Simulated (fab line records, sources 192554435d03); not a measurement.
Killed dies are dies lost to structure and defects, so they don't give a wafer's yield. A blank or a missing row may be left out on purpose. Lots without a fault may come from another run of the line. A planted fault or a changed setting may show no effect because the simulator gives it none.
Chamber matching | flow n5_finfet | N5_ILD0_CMP_12 on cmp-02: 4 sister chambers
The step polishes SiNx, stops on poly-Si, t overpolish 6 s, target thk 17.67 nm. 8 wafers are shown with their chamber, then 9 later ones without.

WAFERS WITH THEIR CHAMBER
wafer  | chamber | motor_current_A (A) | time_to_endpoint_s (s)
L085.3 | 3       | 8.8                 | 30.6
L085.5 | 1       | 7.3                 | 30.4
L086.2 | 0       | 9.6                 | 32.2
L086.3 | 2       | 9.1                 | 30.7
L086.6 | 3       | 9.1                 | 30.5
L088.1 | 0       | 10.0                | 25.5
L088.4 | 1       | 7.3                 | 32.8
L088.6 | 2       | 8.3                 | 30.0

WAFERS WITHOUT THEIR CHAMBER
wafer  | motor_current_A (A) | time_to_endpoint_s (s)
L089.1 | 7.7                 | 27.6
L089.5 | 8.2                 | 26.9
L089.6 | 8.1                 | 28.5
L092.1 | 8.3                 | 34.3
L092.2 | 7.8                 | 34.0
L092.4 | 10.2                | 30.3
L094.1 | 7.5                 | 34.0
L094.5 | 9.0                 | 34.6
L094.6 | 9.7                 | 32.6

WHICH CHAMBER EACH WENT THROUGH
wafer  | from the rows above          | in truth
L089.1 | can't be placed: 1 or 2 or 3 | 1
L089.5 | can't be placed: 2 or 3 or 1 | 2
L089.6 | can't be placed: 2 or 3 or 1 | 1
L092.1 | can't be placed: 2 or 3 or 1 | 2
L092.2 | can't be placed: 1 or 2 or 3 | 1
L092.4 | 0                            | 0
L094.1 | 1                            | 1
L094.5 | can't be placed: 3 or 2 or 0 | 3
L094.6 | can't be placed: 0 or 3 or 2 | 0
Placed correctly: 2 of 9. Can't be placed from these rows: 7 (the true chamber is among the candidates in 7). Placed wrongly: 0.
How it was worked out, from the rows above alone: a wafer's distance from a chamber is the root of the sum, over the readings, of the square of ((its reading less the chamber's mean) divided by the reading's scatter). The wafer belongs to the nearest chamber; if the next one is less than 2 further off, it can't be placed. A chamber's mean is the mean of its shown wafers. The scatter: the root of (the sum of the squares of (reading less its chamber's mean) over the shown wafers, divided by (wafers less chambers)).
